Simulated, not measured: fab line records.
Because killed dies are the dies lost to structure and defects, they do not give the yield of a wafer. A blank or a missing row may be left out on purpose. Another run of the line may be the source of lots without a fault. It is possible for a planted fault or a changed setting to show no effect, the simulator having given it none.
Split-lot trial	flow n5 finfet	39 wafers read from 7 lots, route of 1938 steps

## ON THE SPLIT
At N5_WELL_APT_IMPLANT_15, the setting energy kev was moved away from the recipe's 25 on 15 of the 39 wafers read, by -7.7% to +15.6%. This setting was run at the recipe's value on the other wafers.

The reading is taken at the split's own step.

## THE READING
In nm, at N5_WELL_APT_IMPLANT_15: implant.drp nm, which is the simulator's own figure and was read by no gauge. There is no usual value for it anywhere in the file.

wafer	tool, chamber at the split	energy kev as run	against the recipe	implant.drp nm, nm	against lot-mates on the recipe
L074.1	implanter-02, 0	25	recipe	8.457	-
L074.2	implanter-02, 0	25	recipe	8.457	-
L074.3	implanter-02, 0	25	recipe	8.457	-
L074.4	implanter-02, 0	25	recipe	8.457	-
L074.5	implanter-02, 0	25	recipe	8.457	-
L074.6	implanter-02, 0	25	recipe	8.457	-
L075.1	implanter-01, 0	27.2	+8.8%	8.982	+0.525
L075.5	implanter-01, 0	27.2	+8.8%	8.982	+0.525
L075.6	implanter-01, 0	27.2	+8.8%	8.982	+0.525
L075.2	implanter-01, 0	25	recipe	8.457	-
L075.3	implanter-01, 0	25	recipe	8.457	-
L075.4	implanter-01, 0	25	recipe	8.457	-
L077.1	implanter-02, 0	25	recipe	8.457	-
L077.3	implanter-02, 0	25	recipe	8.457	-
L077.4	implanter-02, 0	25	recipe	8.457	-
L077.2	implanter-02, 0	23.08	-7.7%	7.994	-0.463
L077.5	implanter-02, 0	23.08	-7.7%	7.994	-0.463
L077.6	implanter-02, 0	23.08	-7.7%	7.994	-0.463
L083.1	implanter-02, 0	28.9	+15.6%	9.383	+0.926
L083.3	implanter-02, 0	28.9	+15.6%	9.383	+0.926
L083.5	implanter-02, 0	28.9	+15.6%	9.383	+0.926
L083.2	implanter-02, 0	25	recipe	8.457	-
L083.4	implanter-02, 0	25	recipe	8.457	-
L083.6	implanter-02, 0	25	recipe	8.457	-
L086.1	implanter-02, 0	28.86	+15.4%	9.373	+0.916
L086.5	implanter-02, 0	28.86	+15.4%	9.373	+0.916
L086.6	implanter-02, 0	28.86	+15.4%	9.373	+0.916
L086.2	implanter-02, 0	25	recipe	8.457	-
L086.3	implanter-02, 0	25	recipe	8.457	-
L086.4	implanter-02, 0	25	recipe	8.457	-
L089.2	implanter-01, 0	25	recipe	8.457	-
L089.4	implanter-01, 0	25	recipe	8.457	-
L089.5	implanter-01, 0	25	recipe	8.457	-
L094.1	implanter-01, 0	25	recipe	8.457	-
L094.3	implanter-01, 0	25	recipe	8.457	-
L094.6	implanter-01, 0	25	recipe	8.457	-
L094.2	implanter-01, 0	26.07	+4.3%	8.713	+0.256
L094.4	implanter-01, 0	26.07	+4.3%	8.713	+0.256
L094.5	implanter-01, 0	26.07	+4.3%	8.713	+0.256

FIT RESULTS
A straight line over all 39 wafers: implant.drp nm changes by +0.0595 nm for each +1% of energy kev; r = +1.00; the points scatter about the line by 0.0019 nm.
The same after taking each lot's own level away (the mean of its wafers on the recipe; 39 wafers): +0.0595 nm for each +1%; r = +1.00; scatter 0.0019 nm.
According to that fit, moving energy kev by its largest amount changes the reading by 0.93 nm.
The lots' own levels span 8.4570 to 8.4570 nm.
Hence the lot-to-lot level has little effect on the slope; both slopes agree.
Check: with one of the wafers moved furthest among these (+15.6%) left out of the fit, the line predicts +0.928 nm for it against its lot-mates. It came out at +0.926 nm against them.

## THE WHOLE CHAIN: every reading that the file lists as answering this split, in the file's order
step	what it does	reading	change (the file's fit)	r (the file's)
N5_WELL_APT_IMPLANT_15		implant.rp nm (the simulator's own value, which no gauge read)	+0.137 nm for each +1% of the setting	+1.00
N5_WELL_APT_IMPLANT_15		implant.drp nm (the simulator's own value, which no gauge read)	+0.0595 nm for each +1% of the setting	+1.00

## FILE'S OWN FIT
implant.drp nm changes by +0.0595 nm for each +1% of energy kev, r = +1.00.
